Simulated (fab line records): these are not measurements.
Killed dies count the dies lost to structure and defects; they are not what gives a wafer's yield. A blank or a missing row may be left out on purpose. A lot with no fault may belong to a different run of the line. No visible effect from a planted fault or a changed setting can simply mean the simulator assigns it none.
Struck lot and sound lot, side by side ; flow n5-finfet ; 15 out of 1938 route steps
Sound: the wafers L961.1, L961.2, L961.6. Wafers L971.3, L971.4, L971.5 were the ones struck. At the end, the cause is stated.
Per side, at each step with rows, come the tool, then ch with its chambers, and then its first start. Under that, the readings that differ: sound wafers ; struck wafers ; difference of the means ; sigmas: that difference in standard deviations of wafers without a fault.
alike: readings whose means differ by less than 2 such deviations, and words and numbers that are the same on both sides. not compared: withheld readings, readings that some wafer has no value for, bounds like >300 that may hide the same value, and numbers for which the record gives no deviation and whose values overlap.
A row with sigmas, a row that says differs or no value, or rows on one side alone: a step with any of these is where the two part. Non-overlapping numbers with no deviation appear without sigmas and do not part them. A reading that every wafer of one side lacks parts them only if that side has two wafers or more.

first, 7 steps without rows for these wafers: N5_MIM_BOT_LITHO_COAT_02; N5_MIM_BOT_LITHO_EBR_04; N5_MIM_BOT_LITHO_SOFTBAKE_03 (time 90 s); N5_MIM_BOT_LITHO_EXPOSE_05 (exposes mask MIM BOT); N5_MIM_BOT_LITHO_PEB_06; N5_MIM_BOT_LITHO_DEVELOP_07 (develop time 60 s); N5_MIM_BOT_LITHO_HARDBAKE_09 (time 120 s).
N5_MIM_BOT_LITHO_CD_MEAS_08: target cd 3000 nm.
  sound on cd-sem-02 ch 0, day 14 04:08; struck on cd-sem-01 ch 0, day 17 01:11
  alike: cd-nm
N5_MIM_BOT_LITHO_OVL_MEAS_11:
  sound on overlay-02 ch 0, day 14 04:10; struck on overlay-02 ch 0, day 17 01:13
  alike: MIM_BOT_OVL
N5_MIM_BOT_LITHO_INSPECT_12: inspects for defects (macro).
  sound on defect-inspect-02 at day 14 04:11; struck on defect-inspect-01 at day 17 01:14
  alike: raw-defect-count
N5_MIM_BOT_LITHO_DESCUM_10: chemistry O2, time 7.9 s.
  sound on rie-diel-05 ch 0,1, day 14 04:13; struck on rie-diel-06 ch 1,2, day 17 01:17
  alike: chamber-pressure-mTorr, drypump-motor-current-A, oes-product-au, rf-fwd-power-W, rf-vpp-V, showerhead-plenum-p-Torr, throttle-valve-pct
  not compared: rf-hours-counter-h
N5_MIM_BOT_ETCH_ETCH_04: etches SiNx in CF4/O2, target depth 26 nm, time 13 s.
  sound on rie-diel-05 ch 0,1, day 14 04:17; struck on rie-diel-06 ch 1,2, day 17 01:20
  alike: bias-w, chamber-pressure-mTorr, drypump-motor-current-A, oes_f_703_au, oes-product-au, rf-fwd-power-W, rf-vpp-V, showerhead-plenum-p-Torr, throttle-valve-pct
  not compared: rf-hours-counter-h
N5_MIM_BOT_ETCH_ETCH_03: etches the open film in Cl2/BCl3, target depth 12 nm.
  sound on rie-metal-02 ch 1, day 14 04:22; struck on rie-metal-01 ch 0,1, day 17 01:28
reading;sound;struck;difference;sigmas
bias-w (W);100.49 99.89 100.19;117.64 117.41 117.55;+17.34;+62
rf-fwd-power-W (W);788 786 786;797 794 798;+10;+3
model.etch.depth-nm (nm);11.44 11.51 11.6;12.2 13.31 13.37;+1.4;
  alike: chamber-pressure-mTorr, drypump-motor-current-A, oes-product-au, throttle-valve-pct
  not compared: rf-hours-counter-h
N5_MIM_BOT_ETCH_ETCH_00: etches TiN in Cl2/BCl3, target depth 45.5 nm.
  sound on rie-metal-02 ch 1, day 14 04:33; struck on rie-metal-01 ch 0,1, day 17 01:34
  alike: bias-w, chamber-pressure-mTorr, drypump-motor-current-A, oes-product-au, rf-fwd-power-W, throttle-valve-pct
  not compared: rf-hours-counter-h
after that, 1 step had no rows for these wafers: N5_PASSIVATION_PROBE_49.

## WHERE THEY PART
N5_MIM_BOT_ETCH_ETCH_03 only, going by this record. Later steps at which nothing parts them and some readings are alike: N5_MIM_BOT_ETCH_ETCH_00.

WHY: what the simulator had put in
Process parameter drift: rie-metal-01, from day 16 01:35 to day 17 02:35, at N5_MIM_BOT_ETCH_ETCH_03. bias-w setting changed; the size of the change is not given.
